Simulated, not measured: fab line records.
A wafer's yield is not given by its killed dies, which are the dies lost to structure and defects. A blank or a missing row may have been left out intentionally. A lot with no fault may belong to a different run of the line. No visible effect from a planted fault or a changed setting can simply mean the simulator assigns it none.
Comparing a struck lot with a sound one | flow nand harc | 34 steps out of a route of 1302
Sound: wafers L271.1, L271.4, L271.5. Struck: wafers L263.2, L263.4. (L263.3 of the same lot was not struck and is left out.) The cause comes at the end.
Order at every step that has rows: each side's tool, ch and its chambers, its first start. Under that, the readings that differ: sound wafers | struck wafers | difference of the means | sigmas: that difference in standard deviations of wafers without a fault.
alike: readings whose means differ by less than 2 such deviations, and words and numbers that are the same on both sides. not compared: withheld readings, readings that some wafer has no value for, bounds like >300 that may hide the same value, and numbers for which the record gives no deviation and whose values overlap.
Wherever a step has rows on one side only, a row that says differs or no value, or a row with sigmas, the two part there. Numbers that don't overlap but have no deviation are shown without sigmas and don't part them. A reading that every wafer of one side lacks parts them only if that side has two wafers or more.

first, 10 steps without rows for these wafers: NHARC_A_M1_DESCUM_14 (chemistry O2, time 3 s); NHARC_A_M1_ETCH_35 (etches the open film in N2/H2, target depth 40 nm, overetch 12 nm, time 43.94 s); NHARC_A_M1_ETCH_15 (etches the open film in C4F8/Ar, target depth 182.5 nm, time 91.2 s); NHARC_A_M1_STRIP_18 (strips in N2/H2); NHARC_A_M1_ETCH_28 (etches the open film in CF4/N2, target depth 30 nm, time 72.99 s); NHARC_A_M1_STRIP_19 (strips in post etch residue remover, time 600 s); NHARC_A_M1_DEGAS_29 (time 60 s); NHARC_A_M1_PRE_CLEAN_30 (time 30 s); NHARC_A_M1_PVD_20 (deposits TaN, target thk 5 nm, time 8.06 s); NHARC_A_M1_PVD_21 (deposits Cu, target thk 30 nm, time 20.49 s).
NHARC_A_M1_ECD_22: material Cu, target thk 400 nm.
  sound on ecd cu-02 ch 0,1, day 29 16:13; struck on ecd cu-02 ch 1, day 26 13:02
  alike: bath temp c
then, 22 steps without rows for these wafers: NHARC_A_M1_ANNEAL_31 (time 90 s); NHARC_A_M1_CMP_23 (polishes, t overpolish 20 s, target thk 154.34 nm); NHARC_A_M1_SRD_25; NHARC_A_M1_PRE_CLEAN_32 (time 12 s); NHARC_A_M1_DEP_33 (deposits SiCN, target thk 30 nm); NHARC_A_BONDPAD_DEP_00 (deposits SiCN, target thk 250 nm); NHARC_A_BONDPAD_CMP_29 (polishes SiCN, target thk 200 nm); NHARC_A_BONDPAD_SRD_31; NHARC_A_BONDPAD_DEHYDRATE_01 (time 120 s); NHARC_A_BONDPAD_HMDS_02 (time 30 s); NHARC_A_BONDPAD_COAT_33 (time 65 s); NHARC_A_BONDPAD_COAT_03 (resist thk 600 nm); NHARC_A_BONDPAD_SOFTBAKE_04 (time 70 s); NHARC_A_BONDPAD_EBR_05; NHARC_A_BONDPAD_EXPOSE_06 (exposes mask A BPAD); NHARC_A_BONDPAD_PEB_07 (peb time 80 s); NHARC_A_BONDPAD_DEVELOP_08 (time 50 s); NHARC_A_BONDPAD_HARDBAKE_10 (time 65 s); NHARC_A_BONDPAD_DESCUM_11 (chemistry O2, time 3 s); NHARC_A_BONDPAD_ETCH_34 (etches the open film in N2/H2, target depth 60 nm, overetch 18 nm, time 65.91 s); NHARC_A_BONDPAD_ETCH_12 (etches the open film in CHF3/O2, target depth 220 nm, time 110 s); NHARC_A_BONDPAD_STRIP_15 (strips in O2).
NHARC_END_SORT_01:
  sound on prober-02 ch 0, day 31 00:49; struck on prober-01 ch 0, day 27 23:53
  reading                  | sound          | struck    | difference | sigmas
  defect limited yield (%) | 93.9 93.9 92.9 | 56.9 60.7 | -34.8      | -14
  killed at array          | 37 36 43       | 288 261   | +236       | +14
  killed dies              | 41 41 48       | 292 266   | +236       | +15
  sort_bin_2_pct (%)       | 1.8 2.2 2.2    | 12.7 13.7 | +11.1      | +9
  sort_bin_3_pct (%)       | 0.7 0.1 0.4    | 3.7 1.2   | +2.1       | +6
  sort_bin_4_pct (%)       | 3.5 3.7 4.4    | 26.7 24.4 | +21.7      | +17
  sort n pass              | 636 636 629    | 385 411   | -236       | -15
  sort rim yield pct (%)   | 87 88 90       | 61 65     | -25        | -6
  sort yield pct (%)       | 93.9 93.9 92.9 | 56.9 60.7 | -34.8      | -14
  alike: killed at other, killed at periphery, killed open, killed short

== WHERE THEY PART ==
Only at NHARC_END_SORT_01, within this record.

WHY: the cause the simulator had injected
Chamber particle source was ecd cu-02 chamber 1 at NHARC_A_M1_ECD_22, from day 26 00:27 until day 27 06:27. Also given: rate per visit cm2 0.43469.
